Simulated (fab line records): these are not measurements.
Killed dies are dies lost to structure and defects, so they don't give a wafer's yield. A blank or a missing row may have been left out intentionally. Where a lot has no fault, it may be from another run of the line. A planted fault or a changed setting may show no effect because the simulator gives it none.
Chamber matching | flow nand_harc | rie_diel-01 running NHARC_A_STAIRCASE_TRIM_20: 4 sister chambers
The step chemistry O2, time 211.2 s. 14 wafers are shown with their chamber, then 7 later ones without.

## WAFERS PAIRED WITH THEIR CHAMBERS
wafer  | chamber | showerhead_plenum_p_Torr (Torr) | drypump_motor_current_A (A) | oes_product_au (a.u.)
L074.1 | 1       | 3.39                            | 6.2                         | 1.001
L074.3 | 3       | 3.40                            | 5.3                         | 1.010
L074.5 | 3       | 3.40                            | 5.3                         | 1.020
L075.1 | 3       | 3.40                            | 5.4                         | 1.023
L075.4 | 0       | 3.50                            | 6.0                         | 0.990
L075.5 | 0       | 3.50                            | 6.0                         | 0.996
L080.1 | 3       | 3.39                            | 5.4                         | 1.012
L080.2 | 1       | 3.38                            | 6.3                         | 1.001
L080.3 | 0       | 3.50                            | 6.0                         | 0.991
L083.1 | 1       | 3.37                            | 6.3                         | 1.005
L083.2 | 2       | 3.60                            | 6.1                         | 0.984
L083.5 | 1       | 3.37                            | 6.3                         | 0.998
L084.3 | 3       | 3.39                            | 5.3                         | 0.998
L084.4 | 0       | 3.49                            | 6.0                         | 1.007

SIGNATURES (means of the wafers above)
reading                  | chamber 0 | chamber 1 | chamber 2 | chamber 3 | scatter within a chamber
showerhead_plenum_p_Torr | 3.4975    | 3.3775    | 3.6000    | 3.3960    | 0.00686
drypump_motor_current_A  | 6.000     | 6.275     | 6.100     | 5.340     | 0.0442
oes_product_au           | 0.99600   | 1.00125   | 0.98400   | 1.01260   | 0.00768
Rule: a wafer lies at a distance from a chamber equal to the root of the sum of squares, over the readings, of (its reading less the chamber's mean, divided by the reading's scatter). The wafer belongs to the nearest chamber; if the next one is less than 2 further off, it can't be placed. The scatter: take each reading less its chamber's mean, square it, sum over the shown wafers, divide by the number of wafers less the number of chambers, and take the root.

## WAFERS WITHOUT THEIR CHAMBER
wafer  | showerhead_plenum_p_Torr (Torr) | drypump_motor_current_A (A) | oes_product_au (a.u.)
L084.5 | 3.38                            | 5.4                         | 1.011
L088.1 | 3.37                            | 6.3                         | 1.001
L088.4 | 3.48                            | 6.0                         | 1.011
L088.5 | 3.48                            | 6.0                         | 1.008
L089.2 | 3.38                            | 5.4                         | 1.029
L089.4 | 3.59                            | 6.1                         | 1.004
L089.5 | 3.48                            | 6.0                         | 1.019

## EACH ONE'S CHAMBER
wafer  | from the rows above | in truth
L084.5 | 3                   | 3
L088.1 | 1                   | 1
L088.4 | 0                   | 0
L088.5 | 0                   | 0
L089.2 | 3                   | 3
L089.4 | 2                   | 2
L089.5 | 0                   | 0
Correctly placed: 7 of 7. Not placeable from these rows: 0. 0 placed wrongly.
